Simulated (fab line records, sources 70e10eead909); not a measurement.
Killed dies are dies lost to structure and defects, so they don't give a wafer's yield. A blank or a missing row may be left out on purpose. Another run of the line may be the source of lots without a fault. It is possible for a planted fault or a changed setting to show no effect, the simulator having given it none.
fab line records | flow nandHarc | part 2 of 2: steps 26 to 35 of 35
record lots=5 wafers=15 lastDay=24
route steps=1159 shown A_BLC@973 A_M0@994
lots that met no fault: taken from a fault-free run of the same line
startH: hours from the record's opening day to when the first of the lot's shown wafers began | waitH: hours since the lot's step before | " repeats the value in the row above | L1.1+2: a row that stands for several wafers | - no value, or no start given | * or withheld: withheld | < > ~ a bound
route shown NAME@n: NAME is a module with steps in the file, n the number in the route of the first one | usual: mean/standard deviation taken from wafers without a fault | same: alike in all rows | chamber/n: place in a boat | sites: readings site by site | _std_site: their standard deviation | _edge_site: outer sites' mean less inner sites' | radiusMm: for every site, how far away it sits from the centre of the wafer | mask NAME#n: copy n | behind: the tool/chamber that last shaped the wafer | hold: why the lot was held/for how many hours/how that ended | device: the transistor (n, p or np) that didn't switch | end of line: at the end of the route, the tests of the same wafers | where a step has no rows: the recipe by itself | killed: dies that structure and defects cost at the first sort, which is not the same as the wafer's yield | map: dies across one wafer; x = killed, . = not, _ = none there
set.NAME: the setting the step ran with; set.NAME@STEP: the setting that earlier step ran with | model.NAME: the simulator's own value behind a step, which no gauge read
certain route steps with their lots: each step a table, each wafer a row
services: a tool's chamber out of use, with start hour (startH, from the record's first day; less than 0 if before it), hours out, and reason
## steps
# step NHARC_A_M0_SOFTBAKE_04
# recipe tempC=105 timeS=55
# columns lot.wafer tool chamber startH waitH
L078.2+3+5 lithoTrack-06 0 - -
L082.1+2+5 lithoTrack-04 0 - -
L085.1+3+5 lithoTrack-04 0 - -
L086.4+5+6 lithoTrack-01 0 - -
L093.3+4+6 lithoTrack-04 0 - -
# step NHARC_A_M0_EBR_05
# columns lot.wafer tool chamber startH waitH
L078.2+3+5 lithoTrack-06 0 - -
L082.1+2+5 lithoTrack-04 0 - -
L085.1+3+5 lithoTrack-04 0 - -
L086.4+5+6 lithoTrack-01 0 - -
L093.3+4+6 lithoTrack-04 0 - -
# step NHARC_A_M0_EXPOSE_06
# recipe na=1.35 targetCdNm=80 doseMj=83.25 maskId=A_M0
# columns lot.wafer tool chamber startH waitH mask
L078.2+3+5 arfiScanner-01 0 406.24 - A_M0#0
L082.1+2+5 arfiScanner-01 0 442.57 - A_M0#0
L085.1+3+5 arfiScanner-02 0 467.21 - A_M0#0
L086.4+5+6 arfiScanner-01 0 492.79 - A_M0#0
L093.3+4+6 arfiScanner-02 0 518.62 - A_M0#0
# step NHARC_A_M0_PEB_07
# recipe pebTempC=100 pebTimeS=65
# same pebTimeS=65
# columns lot.wafer tool chamber startH waitH
L078.2+3+5 lithoTrack-01 0 406.30 0.1
L082.1+2+5 lithoTrack-04 0 442.63 0.1
L085.1+3+5 lithoTrack-01 0 467.27 0.1
L086.4+5+6 lithoTrack-01 0 492.84 0.0
L093.3+4+6 lithoTrack-04 0 518.67 0.0
# step NHARC_A_M0_DEVELOP_08
# recipe developTimeS=35 devTempC=23
# columns lot.wafer tool chamber startH waitH
L078.2+3+5 lithoTrack-01 0 - -
L082.1+2+5 lithoTrack-04 0 - -
L085.1+3+5 lithoTrack-01 0 - -
L086.4+5+6 lithoTrack-01 0 - -
L093.3+4+6 lithoTrack-04 0 - -
# step NHARC_A_M0_CD_MEAS_09
# recipe targetCdNm=80 landingEnergyEv=500
# usual cdNm=80.0/0.6
# columns lot.wafer tool chamber startH waitH cdNm
L078.2 cdSem-03 0 406.38 - 79.5
L078.3 " 0 " " 80.1
L078.5 " 0 " " 79.2
L082.1 cdSem-01 0 442.71 - 79.1
L082.2 " 0 " " 80.1
L082.5 " 0 " " 79.1
L085.1 cdSem-03 0 467.35 - 79.8
L085.3 " 0 " " 79.6
L085.5 " 0 " " 79.7
L086.4 cdSem-02 0 492.92 - 80.2
L086.5 " 0 " " 79.6
L086.6 " 0 " " 80.8
L093.3 cdSem-02 0 518.75 - 79.8
L093.4 " 0 " " 80.1
L093.6 " 0 " " 80.4
# step NHARC_A_M0_OVL_MEAS_10
# recipe pitchNm=160
# usual overlayXNm=0.1/0.62 overlayYNm=0.0/0.78
# columns lot.wafer tool chamber startH waitH overlayXNm overlayYNm
L078.2 overlay-02 - 406.47 - 0.0 -1.0
L078.3 " - " " 0.0 -1.0
L078.5 " - " " -0.5 -0.8
L082.1 overlay-01 - 442.80 - -1.0 0.0
L082.2 " - " " -1.3 -0.2
L082.5 " - " " -1.4 -0.2
L085.1 overlay-02 - 467.45 - -0.4 -1.6
L085.3 " - " " 1.1 -1.1
L085.5 " - " " 0.2 -1.5
L086.4 overlay-02 - 493.00 - -1.4 0.1
L086.5 " - " " -0.9 0.5
L086.6 " - " " -1.3 -0.1
L093.3 overlay-02 - 518.84 - 0.6 0.2
L093.4 " - " " -0.1 0.4
L093.6 " - " " 0.4 0.4
# step NHARC_A_M0_INSPECT_11
# usual rawDefectCount=30/13
# columns lot.wafer tool chamber startH waitH rawDefectCount
L078.2 defectInspect-01 - 406.50 0.0 40
L078.3 " - " " 35
L078.5 " - " " 33
L082.1 defectInspect-01 - 442.83 0.0 26
L082.2 " - " " 23
L082.5 " - " " 26
L085.1 defectInspect-01 - 467.49 0.0 27
L085.3 " - " " 34
L085.5 " - " " 19
L086.4 defectInspect-01 - 493.04 0.0 39
L086.5 " - " " 42
L086.6 " - " " 22
L093.3 defectInspect-02 - 518.89 0.1 44
L093.4 " - " " 43
L093.6 " - " " 40
# step NHARC_A_M0_DESCUM_14
# recipe timeS=3 o2FlowSccm=200 arFlowSccm=0 biasPowerW=0 chemistry=O2
# usual drypumpMotorCurrentA=5.8/0.42 oesProductAu=0.997/0.012 rfVppV=57.9/0.92 showerheadPlenumPTorr=1.95/0.096 throttleValvePct=11.311/0.009
# columns lot.wafer tool chamber startH waitH drypumpMotorCurrentA oesProductAu rfHoursCounterH rfVppV showerheadPlenumPTorr throttleValvePct
L078.2 rieDiel-09 0 406.60 0.1 6.2 1.010 9 58.4 1.80 11.317
L078.3 " 3 " " 5.8 0.997 9 59.8 2.06 11.306
L078.5 " 0 " " 6.2 0.990 - 56.0 1.80 11.317
L082.2 rieDiel-13 1 442.91 0.1 5.9 0.990 7 57.9 1.91 11.321
L082.1 " 2 " " 6.3 1.006 7 58.9 2.05 11.308
L082.5 " 0 " " 4.6 1.004 - 58.0 1.89 11.315
L085.3 rieDiel-13 0 467.55 0.1 4.7 1.008 0 56.5 1.89 11.309
L085.1 " 1 " " 5.9 1.007 0 57.8 1.90 11.310
L085.5 " 2 " " 6.2 0.991 - 58.3 2.05 11.299
L086.4 rieDiel-06 2 493.10 0.1 5.8 1.001 5 57.7 2.02 11.310
L086.5 " 2 " " 5.8 0.999 - 57.8 2.02 11.304
L086.6 " 3 " " 5.7 0.994 - 59.0 1.96 11.316
L093.4 rieDiel-13 0 518.97 0.1 4.7 1.012 5 57.9 1.89 11.315
L093.3 " 1 " " 5.9 1.012 5 56.2 1.90 11.307
L093.6 " 2 " " 6.3 0.995 - 58.0 2.05 11.313
# step NHARC_A_M0_ETCH_34
# recipe targetDepthA=400 overetchA=120 timeS=43.94 ionEnergyEv=200 n2FlowSccm=150 h2FlowSccm=150 arFlowSccm=0 rfW=400 biasW=150 chemistry=N2/H2
# usual drypumpMotorCurrentA=5.8/0.43 oesProductAu=0.999/0.012 rfVppV=431.5/2.9 showerheadPlenumPTorr=2.07/0.11 throttleValvePct=14.172/0.0083
# columns lot.wafer tool chamber startH waitH drypumpMotorCurrentA oesProductAu rfHoursCounterH rfVppV showerheadPlenumPTorr throttleValvePct
L078.3 rieDiel-09 0 406.70 0.1 6.2 1.005 9 428.2 1.92 14.187
L078.2 " 1 " " 6.0 1.014 9 432.3 2.14 14.155
L078.5 " 0 " " 6.2 1.004 - 427.1 1.92 14.156
L082.1 rieDiel-13 1 442.99 0.1 5.9 1.007 7 430.4 2.03 14.188
L082.2 " 3 " " 5.8 0.975 7 431.9 2.08 14.171
L082.5 " 1 " " 5.9 0.998 - 430.5 2.03 14.174
L085.1 rieDiel-13 1 467.66 0.1 5.9 1.014 0 430.1 2.03 14.157
L085.3 " 2 " " 6.3 0.989 0 434.9 2.19 14.174
L085.5 " 0 " " 4.7 1.009 - 430.9 2.02 14.176
L086.4 rieDiel-06 3 493.19 0.1 5.7 0.995 4 430.8 2.09 14.179
L086.5 " 1 " " 5.6 1.013 - 427.9 1.92 14.168
L086.6 " 2 " " 5.8 0.992 - 434.4 2.16 14.181
L093.3 rieDiel-13 3 519.04 0.1 5.8 0.993 4 433.0 2.08 14.166
L093.4 " 0 " " 4.7 1.001 5 430.5 2.01 14.175
L093.6 " 1 " " 5.9 1.003 - 430.4 2.03 14.167
## services
# columns tool chamber startH hours kind
rieDiel-08 0 379.71 1.7 repair
aldMetal-03 1 381.16 2.0 repair
rieDiel-13 - 385.92 1.1 repair
rieDiel-10 1 388.27 5.3 repair
cmp-02 - 393.84 1.6 repair
cmp-02 - 403.69 1.1 repair
rieDiel-13 1 424.35 4.3 repair
pvdSputter-01 - 437.89 14.8 repair
rieDiel-08 0 442.76 4.8 repair
lithoTrack-01 - 443.00 7.0 pm
rieDiel-13 2 446.51 4.8 repair
rieDiel-13 - 453.00 9.0 pm
pvdSputter-03 - 458.07 10.0 pm
rieDiel-10 1 459.71 2.5 repair
lithoTrack-06 - 467.00 7.0 pm
rieDiel-13 3 467.45 2.9 repair
rieDiel-08 - 478.86 9.0 pm
wetBench-06 - 481.60 8.0 pm
lithoTrack-04 - 491.00 7.0 pm
rieDiel-13 1 503.82 4.6 repair
rieDiel-08 - 506.49 0.3 repair
rieDiel-08 2 510.66 1.8 repair
rieDiel-10 3 510.96 4.1 repair
pvdSputter-01 - 514.05 10.0 pm
